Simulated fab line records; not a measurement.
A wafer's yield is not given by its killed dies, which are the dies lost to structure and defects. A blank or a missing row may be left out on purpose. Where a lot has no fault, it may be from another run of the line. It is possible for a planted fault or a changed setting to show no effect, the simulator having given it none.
fab line records	flow nand_harc	part 2 of 2: steps 5 to 6 of 6
record lots=19	wafers=57	last_day=33
route steps=1302 shown A_CONTACT@1004
lots with no fault: from the same line, run without faults
start_h: hours from the record's first day to the start of the lot's first wafer shown	wait_h: time in hours since the lot's previous step	" the same as in the row above	L1.1+2: one row covering several wafers at once	- no value present, or no start provided	* or withheld: withheld	< > ~ a bound
route shown NAME@n: a module of which the file shows steps, and the number in the route of the first	usual: average and standard deviation across the fault-free wafers	same: alike in all rows	chamber/n: place in a boat	sites: each site's reading	_std_site: the standard deviation of these	_edge_site: outer sites' mean less inner sites'	radius_mm: how far each site lies from the wafer's centre	mask NAME#n: copy n	behind: the last tool/chamber to shape the wafer	hold: reason for holding the lot/hours on hold/outcome of the hold	device: the n, p or np transistor that did not switch	end of line: the same wafers' tests at the end of the route	where a step has no rows: the recipe by itself	killed: count of dies lost to structure and defects at first sort (not the wafer's yield)	map: a wafer's dies, x killed, . not, _ none there
set.NAME: the run value of the setting; set.NAME@STEP: its run value at that earlier step	model.NAME: the simulator's own value behind a step, which no gauge read
steps of the route over a sample of lots; a table a step, a row a wafer
services: from which hour (start_h, from the record's first day; less than 0 if before it) a tool's chamber was out of use, for how many hours, and why
## steps
# step NHARC_A_CONTACT_ETCH_75
# recipe target_depth_a=390	over_etch_frac=0.3	time_s=65	ion_energy_ev=80	cf4_flow_sccm=150	ar_flow_sccm=0	rf_w=300	bias_w=100	chemistry=CF4
# usual chamber_pressure_mTorr=50.00/0.043	drypump_motor_current_A=5.8/0.39	mfc_ar_sccm=0.017/0.014	oes_product_au=1.001/0.0095	rf_fwd_power_W=296.8/1.4	rf_vpp_V=152.0/1.1	showerhead_plenum_p_Torr=1.83/0.069	throttle_valve_pct=13.284/0.0085
lot.wafer	tool	chamber	start_h	wait_h	chamber_pressure_mTorr	drypump_motor_current_A	mfc_ar_sccm	oes_product_au	rf_fwd_power_W	rf_hours_counter_h	rf_vpp_V	showerhead_plenum_p_Torr	throttle_valve_pct
L075.2	rie_diel-05	0	506.07	0.1	49.95	5.5	0.042	1.003	295.3	15	150.2	1.87	13.283
L075.6	"	0	"	"	49.94	5.5	0.042	0.999	295.5	-	151.8	1.87	13.272
L075.5	"	1	"	"	49.93	6.6	0.014	0.994	296.5	-	152.9	1.86	13.274
L077.3	rie_diel-05	0	517.50	0.1	49.97	5.4	0.042	1.002	295.1	16	152.9	1.87	13.288
L077.2	"	2	"	"	49.98	5.7	0.019	1.001	297.6	19	152.7	1.90	13.292
L077.6	"	1	"	"	50.00	6.6	0.014	0.991	297.0	-	151.7	1.86	13.287
L078.1	rie_diel-05	2	535.60	0.1	50.00	5.7	0.019	0.990	297.2	20	154.1	1.90	13.298
L078.3	"	0	"	"	50.03	5.4	0.042	0.998	296.1	18	153.5	1.87	13.292
L078.5	"	1	"	"	50.03	6.6	0.014	0.991	298.6	-	152.9	1.86	13.285
L079.2	rie_diel-05	3	548.92	0.1	49.92	5.8	0.020	1.007	298.0	20	151.5	1.79	13.280
L079.5	"	3	"	"	49.99	5.8	0.020	0.995	297.7	-	152.3	1.79	13.271
L079.6	"	0	"	"	49.96	5.5	0.042	1.003	297.2	-	152.4	1.87	13.260
L081.4	rie_diel-05	0	575.19	0.1	50.02	5.5	0.042	0.993	296.4	22	153.0	1.87	13.289
L081.3	"	2	"	"	49.98	5.7	0.019	0.995	297.3	24	153.2	1.90	13.297
L081.6	"	1	"	"	49.98	6.5	0.014	0.989	296.0	-	153.7	1.86	13.274
L082.1	rie_diel-05	1	577.91	0.1	50.01	6.6	0.014	0.993	297.4	20	151.1	1.86	13.282
L082.4	"	2	"	"	50.03	5.7	0.019	1.000	298.0	25	153.0	1.90	13.303
L082.6	"	0	"	"	50.00	5.5	0.042	0.997	295.0	-	151.8	1.87	13.285
L080.3	rie_diel-05	2	581.16	0.1	50.03	5.7	0.019	1.003	297.8	26	154.0	1.90	13.278
L080.1	"	0	"	"	50.03	5.4	0.042	1.000	295.0	24	150.6	1.87	13.277
L080.5	"	1	"	"	50.03	6.5	0.014	0.992	298.6	-	152.5	1.86	13.291
L085.2	rie_diel-12	1	604.43	0.1	50.02	5.8	0.002	0.989	295.5	48	151.4	1.81	13.287
L085.3	"	2	"	"	49.99	6.2	0	1.003	297.2	55	150.8	1.68	13.287
L085.1	"	3	"	"	50.00	5.8	0	1.014	297.3	49	152.9	1.89	13.303
L084.2	rie_diel-05	3	620.87	0.1	50.03	5.9	0.020	1.013	297.4	3	152.6	1.79	13.290
L084.3	"	2	"	"	49.97	5.7	0.019	1.013	298.3	3	154.4	1.90	13.295
L084.5	"	3	"	"	49.97	5.9	0.020	0.993	296.8	-	152.3	1.79	13.284
L087.1	rie_diel-05	1	646.90	0.1	50.08	6.6	0.014	1.000	298.3	11	151.7	1.85	13.277
L087.2	"	3	"	"	49.96	5.9	0.020	0.991	297.1	8	151.7	1.79	13.298
L087.6	"	1	"	"	49.99	6.6	0.014	1.001	295.8	-	151.7	1.85	13.283
L089.1	rie_diel-06	2	647.93	0.1	49.97	5.0	0	0.992	293.9	58	151.0	1.86	13.290
L089.3	"	3	"	"	49.96	5.9	0.015	0.997	296.4	43	151.4	1.69	13.274
L089.6	"	1	"	"	50.05	5.7	0	1.005	298.4	-	149.1	1.74	13.282
L090.1	rie_diel-06	1	650.30	0.1	50.07	5.7	0	1.010	296.8	61	151.6	1.74	13.268
L090.3	"	2	"	"	49.94	5.0	0	1.001	295.3	59	150.2	1.86	13.280
L090.5	"	0	"	"	49.90	5.6	0	1.024	297.6	-	150.4	1.68	13.284
L088.4	rie_diel-06	1	655.87	0.1	49.93	5.7	0	0.983	298.9	63	151.9	1.74	13.289
L088.5	"	1	"	"	50.00	5.7	0	1.000	298.9	-	150.3	1.74	13.260
L088.6	"	2	"	"	50.02	5.1	0	0.995	294.5	-	152.3	1.86	13.275
L091.3	rie_diel-05	0	673.90	0.1	49.97	5.4	0.042	1.011	297.7	13	152.1	1.86	13.284
L091.4	"	3	"	"	49.98	5.9	0.020	1.006	297.6	-	151.7	1.79	13.278
L091.6	"	0	"	"	50.07	5.4	0.042	1.002	295.7	-	151.4	1.86	13.290
L093.1	rie_diel-12	3	688.70	0.1	50.01	5.8	0	1.010	298.6	15	152.6	1.89	13.281
L093.3	"	1	"	"	49.96	5.7	0.002	0.987	293.5	18	150.8	1.80	13.278
L093.2	"	2	"	"	50.01	6.2	0	1.017	296.1	16	148.4	1.67	13.275
L094.1	rie_diel-05	0	691.91	0.1	49.97	5.4	0.042	0.999	295.4	17	152.2	1.86	13.276
L094.2	"	1	"	"	50.02	6.6	0.014	1.019	294.8	18	150.4	1.85	13.293
L094.4	"	2	"	"	49.97	5.7	0.019	1.013	296.5	19	149.5	1.90	13.286
L095.2	rie_diel-05	1	703.60	0.1	50.04	6.6	0.014	1.012	297.1	21	152.6	1.85	13.276
L095.3	"	3	"	"	49.99	5.9	0.020	0.989	295.9	21	151.9	1.79	13.293
L095.6	"	1	"	"	49.93	6.6	0.014	1.001	296.5	-	152.0	1.85	13.300
L097.2	rie_diel-12	2	716.94	0.1	49.99	6.2	0	1.019	297.0	31	151.2	1.67	13.291
L097.3	"	1	"	"	49.99	5.8	0.002	0.993	295.0	33	151.6	1.80	13.279
L097.6	"	3	"	"	50.03	5.8	0	1.008	295.6	-	154.3	1.88	13.279
L096.1	rie_diel-05	0	717.35	0.1	49.97	5.4	0.042	1.003	295.2	23	152.0	1.86	13.280
L096.2	"	1	"	"	50.07	6.6	0.014	1.005	297.4	24	153.0	1.85	13.280
L096.6	"	0	"	"	49.96	5.4	0.042	1.006	294.3	-	152.8	1.86	13.282
# step NHARC_A_CONTACT_ETCH_125
# recipe source_w=withheld	pressure_mtorr=20	bias_v=3000	time_s=197	target_depth_a=19180	ar_flow_sccm=withheld	c4f8_flow_sccm=withheld	o2_flow_sccm=withheld	chemistry=C4F8/O2/Ar
# usual chamber_pressure_mTorr=20.001/0.018	oes_air_line_au=0.998/0.02
lot.wafer	tool	chamber	start_h	wait_h	chamber_pressure_mTorr	oes_air_line_au	rf_hours_counter_h
L075.2	har_cap_etch-03	1	509.07	0.2	19.971	0.999	45
L075.6	"	0	"	"	20.001	0.970	-
L075.5	"	1	"	"	20.030	0.999	-
L077.2	har_cap_etch-01	1	519.19	0.2	19.996	1.028	0
L077.3	"	0	"	"	20.030	0.977	-
L077.6	"	0	"	"	20.041	1.017	-
L078.1	har_cap_etch-02	1	537.30	0.2	20.002	0.990	89
L078.3	"	0	"	"	20.003	1.000	-
L078.5	"	1	"	"	19.995	1.009	-
L079.2	har_cap_etch-02	1	550.58	0.2	20.000	0.981	91
L079.6	"	1	"	"	20.005	1.035	-
L079.5	"	0	"	"	19.997	0.988	-
L081.4	har_cap_etch-01	0	576.91	0.2	19.953	1.055	-
L081.3	"	1	"	"	20.021	1.011	-
L081.6	"	0	"	"	20.000	1.030	-
L082.1	har_cap_etch-02	1	579.59	0.2	20.022	0.989	95
L082.4	"	1	"	"	20.018	1.011	-
L082.6	"	1	"	"	20.006	1.002	-
L080.1	har_cap_etch-03	1	582.83	0.2	19.971	1.035	56
L080.3	"	0	"	"	19.994	0.979	-
L080.5	"	0	"	"	20.022	0.991	-
L085.2	har_cap_etch-01	0	606.09	0.2	20.006	1.036	12
L085.1	"	1	"	"	20.019	1.012	12
L085.3	"	0	"	"	19.997	0.975	-
L084.2	har_cap_etch-01	1	622.56	0.2	19.991	0.995	15
L084.3	"	0	"	"	20.031	0.971	-
L084.5	"	0	"	"	19.992	1.016	-
L087.2	har_cap_etch-02	1	648.54	0.2	19.973	0.983	106
L087.1	"	0	"	"	19.964	0.987	106
L087.6	"	1	"	"	19.998	0.988	-
L089.1	har_cap_etch-01	0	649.77	0.3	20.013	0.996	21
L089.3	"	1	"	"	19.997	0.981	-
L089.6	"	1	"	"	20.034	0.983	-
L090.1	har_cap_etch-03	1	651.96	0.2	19.992	1.014	71
L090.3	"	0	"	"	20.003	0.987	-
L090.5	"	0	"	"	20.006	0.992	-
L088.4	har_cap_etch-01	1	657.61	0.2	20.018	1.021	-
L088.5	"	0	"	"	19.963	0.993	-
L088.6	"	1	"	"	19.974	0.996	-
L091.3	har_cap_etch-02	0	675.88	0.2	19.979	1.005	-
L091.4	"	1	"	"	20.003	0.972	-
L091.6	"	0	"	"	19.968	1.000	-
L093.2	har_cap_etch-01	1	690.36	0.2	19.998	1.008	29
L093.1	"	0	"	"	19.992	0.965	29
L093.3	"	1	"	"	19.986	1.011	-
L094.2	har_cap_etch-02	0	693.56	0.2	20.019	0.967	115
L094.1	"	1	"	"	20.030	1.001	115
L094.4	"	0	"	"	20.000	0.960	-
L095.2	har_cap_etch-02	0	705.36	0.2	19.978	0.982	118
L095.3	"	1	"	"	20.003	1.004	-
L095.6	"	1	"	"	20.014	0.989	-
L097.2	har_cap_etch-03	0	718.67	0.2	20.004	1.027	85
L097.3	"	0	"	"	19.987	1.048	-
L097.6	"	1	"	"	20.015	0.984	-
L096.1	har_cap_etch-01	0	719.03	0.2	19.971	1.011	36
L096.2	"	1	"	"	19.986	1.000	36
L096.6	"	1	"	"	20.003	0.988	-
## services
tool	chamber	start_h	hours	kind
rie_diel-06	-	484.22	9.0	pm
pecvd-01	-	486.80	0.7	repair
rie_diel-05	0	489.18	-	clean
rie_diel-05	1	489.18	-	clean
rie_diel-05	2	489.18	-	clean
rie_diel-05	3	489.18	-	clean
pecvd-01	-	492.00	13.0	pm
rie_diel-06	3	496.22	11.6	repair
har_cap_etch-01	-	499.04	17.0	pm
rie_diel-05	0	513.68	-	clean
rie_diel-05	-	552.11	0.1	repair
rie_diel-06	3	554.15	5.6	repair
rie_diel-05	-	583.82	9.0	pm
pecvd-02	-	589.05	13.0	pm
har_cap_etch-03	-	596.57	0.5	repair
rie_diel-12	-	622.92	9.0	pm
har_cap_etch-02	-	623.39	1.3	repair
pecvd-02	-	631.61	0.8	repair
pecvd-04	-	631.63	13.0	pm
pecvd-02	0	646.26	17.9	repair
rie_diel-06	-	661.27	9.0	pm
rie_diel-05	1	666.27	8.2	repair
pecvd-01	-	673.00	13.0	pm
rie_diel-06	3	716.09	3.7	repair
